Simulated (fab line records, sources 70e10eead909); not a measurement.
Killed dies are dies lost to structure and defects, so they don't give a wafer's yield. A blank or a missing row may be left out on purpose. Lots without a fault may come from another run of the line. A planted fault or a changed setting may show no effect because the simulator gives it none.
Which tool did it? | flow nand_harc | 11 lots, 33 wafers sampled, at 8 steps of a route of 1159

WHAT THE GAUGES READ, wafer by wafer
NHARC_A_ZERO_WELL_CD_MEAS_10: target cd 2000 nm. Usual: cd_nm 1999.6 nm, standard deviation 2.2.
lot  | measured     | on        | cd_nm (nm)           | flag
L230 | day 6 13:53  | cd_sem-03 | 1999.1 1999.7 2000.2 |
L231 | day 6 22:58  | cd_sem-02 | 1997.4 2000.8 2004.2 |
L232 | day 6 23:28  | cd_sem-01 | 1997.7 1995.5 1997.8 |
L235 | day 7 21:31  | cd_sem-02 | 2001.2 2001.8 2003.4 |
L240 | day 9 04:13  | cd_sem-02 | 1997.7 1997.9 2002.5 |
L241 | day 9 16:39  | cd_sem-03 | 1999.9 2002.6 1998.3 |
L246 | day 10 17:23 | cd_sem-03 | 1998.6 1997.8 1998.8 |
L247 | day 11 02:10 | cd_sem-03 | 1999.3 2001.3 1997.5 |
L250 | day 11 07:21 | cd_sem-01 | 2002.0 2001.2 1998.8 |
L251 | day 11 18:29 | cd_sem-01 | 2001.8 1998.5 2002.8 |
L252 | day 12 00:19 | cd_sem-01 | 2000.3 1998.6 2000.3 |

NHARC_A_CHANNEL_HOLE_D1_CD_MEAS_10: target cd 100 nm. Usual: cd_nm 99.8 nm, standard deviation 0.61.
lot  | measured     | on        | cd_nm (nm)        | flag
L230 | day 8 08:54  | cd_sem-01 | 100.5 99.9 99.4   |
L231 | day 8 15:04  | cd_sem-01 | 99.9 99.4 100.0   |
L232 | day 8 14:54  | cd_sem-02 | 99.8 99.8 99.5    |
L235 | day 9 11:39  | cd_sem-02 | 99.1 98.8 99.2    |
L240 | day 10 22:28 | cd_sem-03 | 126.7 126.1 124.9 | OFF
L241 | day 11 10:01 | cd_sem-03 | 120.4 120.0 120.4 | OFF
L246 | day 12 07:07 | cd_sem-01 | 100.0 100.5 99.7  |
L247 | day 12 16:11 | cd_sem-02 | 98.9 100.1 99.5   |
L250 | day 12 22:06 | cd_sem-01 | 99.5 100.5 100.7  |
L251 | day 13 11:05 | cd_sem-02 | 99.1 100.1 99.5   |
L252 | day 13 17:21 | cd_sem-01 | 99.6 99.4 100.5   |

NHARC_A_CHANNEL_HOLE_D1_CD_MEAS_30. Usual: cd_nm 90.5 nm, standard deviation 1.5.
lot  | measured     | on        | cd_nm (nm)        | flag
L230 | day 8 15:59  | cd_sem-02 | 90.0 91.3 91.1    |
L231 | day 8 22:23  | cd_sem-01 | 88.9 91.3 88.6    |
L232 | day 8 21:48  | cd_sem-02 | 92.2 88.9 88.8    |
L235 | day 9 19:14  | cd_sem-01 | 90.4 90.9 90.8    |
L240 | day 11 05:22 | cd_sem-03 | 118.4 118.9 113.1 | OFF
L241 | day 11 19:53 | cd_sem-02 | 109.9 113.2 110.4 | OFF
L246 | day 12 14:14 | cd_sem-03 | 91.8 92.2 92.6    |
L247 | day 12 23:05 | cd_sem-02 | 89.3 88.1 90.1    |
L250 | day 13 05:01 | cd_sem-03 | 91.7 90.3 92.3    |
L251 | day 13 18:37 | cd_sem-02 | 87.7 91.5 89.3    |
L252 | day 14 00:55 | cd_sem-01 | 92.5 89.6 92.1    |

NHARC_END_SORT_01. Usual: killed_at_array 27, standard deviation 12; killed_at_other 0.9, standard deviation 1.1; killed_at_periphery 3.2, standard deviation 2.4; killed_dies 31, standard deviation 12; killed_open 3.3, standard deviation 1.7; killed_short 2.0, standard deviation 1.6.
lot  | measured     | on        | killed_at_array | killed_at_other | killed_at_periphery | killed_dies | killed_open | killed_short | flag
L240 | day 24 19:15 | prober-02 | 669 590 597     | 1 1 4           | 5 2 9               | 675 593 610 | 6 1 7       | 6 1 3        | OFF
L241 | day 25 04:38 | prober-02 | 530 288 392     | 0 1 3           | 1 5 4               | 531 294 399 | 1 5 5       | 4 1 2        | OFF

WHICH TOOL RAN EACH LOT (tool, then ch and the chambers of the sampled wafers, then the start)
lot  | NHARC_P_BONDPAD_PVD_17                  | NHARC_A_CHANNEL_HOLE_D1_PEB_08    | NHARC_A_CHANNEL_HOLE_D1_ETCH_26  | NHARC_A_CHANNEL_HOLE_D1_XSEM_31
L230 | pvd_sputter-03, day 6 13:53 or earlier  | litho_track-04 ch 0, day 8 08:49  | har_etch-01 ch 0,1, day 8 14:05  | xsem-01 ch 0, day 8 16:05
L231 | pvd_sputter-03, day 6 22:58 or earlier  | litho_track-04 ch 0, day 8 14:59  | har_etch-01 ch 0,1, day 8 20:43  | xsem-01 ch 0, day 8 22:28
L232 | pvd_sputter-02, day 6 23:28 or earlier  | litho_track-06 ch 0, day 8 14:49  | har_etch-02 ch 0,1, day 8 20:05  | xsem-02 ch 0, day 8 21:54
L235 | pvd_sputter-02, day 7 21:31 or earlier  | litho_track-06 ch 0, day 9 11:34  | har_etch-02 ch 0,1, day 9 17:04  | xsem-01 ch 0, day 9 19:20
L240 | pvd_sputter-02, day 9 04:13 or earlier  | litho_track-06 ch 0, day 10 22:23 | har_etch-01 ch 0,1, day 11 03:39 | xsem-02 ch 0, day 11 05:27
L241 | pvd_sputter-03, day 9 16:39 or earlier  | litho_track-06 ch 0, day 11 09:56 | har_etch-01 ch 0,1, day 11 18:09 | xsem-01 ch 0, day 11 19:58
L246 | pvd_sputter-03, day 10 17:23 or earlier | litho_track-04 ch 0, day 12 07:02 | har_etch-02 ch 0, day 12 12:31   | xsem-02 ch 0, day 12 14:19
L247 | pvd_sputter-03, day 11 02:10 or earlier | litho_track-04 ch 0, day 12 16:05 | har_etch-01 ch 0,1, day 12 21:25 | xsem-01 ch 0, day 12 23:11
L250 | pvd_sputter-03, day 11 07:21 or earlier | litho_track-04 ch 0, day 12 22:01 | har_etch-02 ch 0,1, day 13 03:17 | xsem-02 ch 0, day 13 05:07
L251 | pvd_sputter-01, day 11 18:29 or earlier | litho_track-04 ch 0, day 13 11:00 | har_etch-01 ch 0,1, day 13 16:52 | xsem-01 ch 0, day 13 18:41
L252 | pvd_sputter-03, day 12 00:19 or earlier | litho_track-04 ch 0, day 13 17:16 | har_etch-02 ch 0,1, day 13 22:47 | xsem-01 ch 0, day 14 01:01
- NHARC_P_BONDPAD_PVD_17: deposits TaN, target thk 5 nm, time 8.06 s.
- NHARC_A_CHANNEL_HOLE_D1_PEB_08: peb time 65 s.
- NHARC_A_CHANNEL_HOLE_D1_ETCH_26: etches the open film in C4F8/O2/Ar, time 224.1 s, target depth 300 nm.
- NHARC_A_CHANNEL_HOLE_D1_XSEM_31

WHAT THE TOOLS THEMSELVES READ (means of the sampled wafers that have a number; where no wafer has one, the mark that the record gives instead)
NHARC_P_BONDPAD_PVD_17. Usual: cathode_dc_power_W 15000 W, standard deviation 2.7; throttle_valve_pct 30.2 %, standard deviation 1.1.
lot  | tool           | cathode_dc_power_W (W) | throttle_valve_pct (%) | flag
L230 | pvd_sputter-03 | 15000                  | 30.1                   |
L231 | pvd_sputter-03 | 14998                  | 30.1                   |
L232 | pvd_sputter-02 | 14998                  | 29.0                   |
L235 | pvd_sputter-02 | 14998                  | 29.4                   |
L240 | pvd_sputter-02 | 15001                  | 29.3                   |
L241 | pvd_sputter-03 | 14999                  | 30.4                   |
L246 | pvd_sputter-03 | 15000                  | 30.7                   |
L247 | pvd_sputter-03 | 14999                  | 30.8                   |
L250 | pvd_sputter-03 | 14999                  | 29.6                   |
L251 | pvd_sputter-01 | 15001                  | 31.0                   |
L252 | pvd_sputter-03 | 14997                  | 30.6                   |

NHARC_A_CHANNEL_HOLE_D1_PEB_08. Usual: exhaust_pa 45.0 Pa, standard deviation 0.91; heater_power_total_W 156.6 W, standard deviation 0.43; plate_temp_C 99.99 C, standard deviation 0.13.
lot  | tool           | exhaust_pa (Pa) | heater_power_total_W (W) | plate_temp_C (C) | flag
L230 | litho_track-04 | 44.8            | 156.3                    | 100.02           |
L231 | litho_track-04 | 45.7            | 156.7                    | 99.96            |
L232 | litho_track-06 | 44.4            | 157.0                    | 100.12           |
L235 | litho_track-06 | 45.7            | 157.0                    | 100.09           |
L240 | litho_track-06 | 44.3            | 182.7                    | 111.92           | OFF
L241 | litho_track-06 | 45.2            | 182.4                    | 111.77           | OFF
L246 | litho_track-04 | 44.7            | 156.5                    | 100.04           |
L247 | litho_track-04 | 44.4            | 156.8                    | 100.01           |
L250 | litho_track-04 | 44.4            | 156.6                    | 99.94            |
L251 | litho_track-04 | 44.2            | 156.5                    | 99.92            |
L252 | litho_track-04 | 45.5            | 156.8                    | 99.91            |

NHARC_A_CHANNEL_HOLE_D1_ETCH_26. Usual: drypump_motor_current_A 5.9 A, standard deviation 0.46; showerhead_plenum_p_Torr 3.78 Torr, standard deviation 0.14; throttle_valve_pct 24.582 %, standard deviation 0.0091.
lot  | tool        | drypump_motor_current_A (A) | showerhead_plenum_p_Torr (Torr) | throttle_valve_pct (%) | flag
L230 | har_etch-01 | 5.5                         | 3.85                            | 24.583                 |
L231 | har_etch-01 | 5.5                         | 3.84                            | 24.571                 |
L232 | har_etch-02 | 6.4                         | 3.81                            | 24.580                 |
L235 | har_etch-02 | 6.0                         | 3.67                            | 24.584                 |
L240 | har_etch-01 | 5.5                         | 3.83                            | 24.576                 |
L241 | har_etch-01 | 5.6                         | 3.84                            | 24.592                 |
L246 | har_etch-02 | 5.7                         | 3.54                            | 24.590                 |
L247 | har_etch-01 | 5.5                         | 3.82                            | 24.575                 |
L250 | har_etch-02 | 6.3                         | 3.78                            | 24.580                 |
L251 | har_etch-01 | 5.5                         | 3.81                            | 24.582                 |
L252 | har_etch-02 | 6.3                         | 3.78                            | 24.579                 |

NHARC_A_CHANNEL_HOLE_D1_XSEM_31. Usual: bot_cd_nm 75.0 nm, standard deviation 1.5; bow_nm 8.69 nm, standard deviation 0.25; tilt_deg 0.09 degrees, standard deviation 0.05.
lot  | tool    | bot_cd_nm (nm) | bow_nm (nm) | tilt_deg (degrees) | flag
L230 | xsem-01 | 74.6           | 8.51        | 0.10               |
L231 | xsem-01 | 73.9           | 8.71        | 0.10               |
L232 | xsem-02 | 75.0           | 8.78        | -0.03              |
L235 | xsem-01 | 75.1           | 8.75        | 0.10               |
L240 | xsem-02 | 101.2          | 8.69        | 0.10               | OFF
L241 | xsem-01 | 95.6           | 8.49        | 0.09               | OFF
L246 | xsem-02 | 77.0           | 8.28        | 0.16               |
L247 | xsem-01 | 74.0           | 9.11        | 0.09               |
L250 | xsem-02 | 74.7           | 8.38        | 0.02               |
L251 | xsem-01 | 74.2           | 8.40        | 0.19               |
L252 | xsem-01 | 75.0           | 8.77        | 0.02               |

THE ANSWER, worked out from the rows above alone
Rule: a lot is off if the mean of its wafers that have a number lies more than 3 standard deviations from the usual mean. A lot without any number at a reading at which 4 lots or more have one is off too. The other lots that the step has rows for count as sound. The gauges are gone through in route order, then the tools' own readings, and for those a lot's mean is taken as printed above. The first step at which some lot is off is used, and at that step the reading that is off furthest; a lot without a number counts as furthest.
Off: L240, L241, at NHARC_A_CHANNEL_HOLE_D1_CD_MEAS_10 (cd_nm).
A tool fits if, at a process step before that reading, it ran every lot that is off, and no sound lot after the first of them. The gauges at NHARC_A_CHANNEL_HOLE_D1_CD_MEAS_10 aren't tried: what is off there is off at NHARC_END_SORT_01 too, on other tools, and a gauge's error can't cause that. NHARC_P_BONDPAD_PVD_17 gives no start for some lots, so the hours and the order of its lots are those of NHARC_A_ZERO_WELL_CD_MEAS_10. One fits: litho_track-06 at NHARC_A_CHANNEL_HOLE_D1_PEB_08. Its last sound lot is L235 (day 9 11:34), its first lot that is off L240 (day 10 22:23): a fault that began between those two fits.
The tool's own readings at NHARC_A_CHANNEL_HOLE_D1_PEB_08 bear it out: on the lots that are off they differ by more than 5 times the standard deviation of the sound lots' means. heater_power_total_W reads 182.6 W there against 156.7 W on the sound lots; plate_temp_C reads 111.84 C there against 100.00 C on the sound lots.

WHAT THE SIMULATOR HAD PUT IN
Process parameter drift: litho_track-06, from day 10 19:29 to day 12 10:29, at NHARC_A_CHANNEL_HOLE_D1_PEB_08. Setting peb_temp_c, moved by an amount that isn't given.
Lots struck among those shown: L240, L241. The rule above found the same.
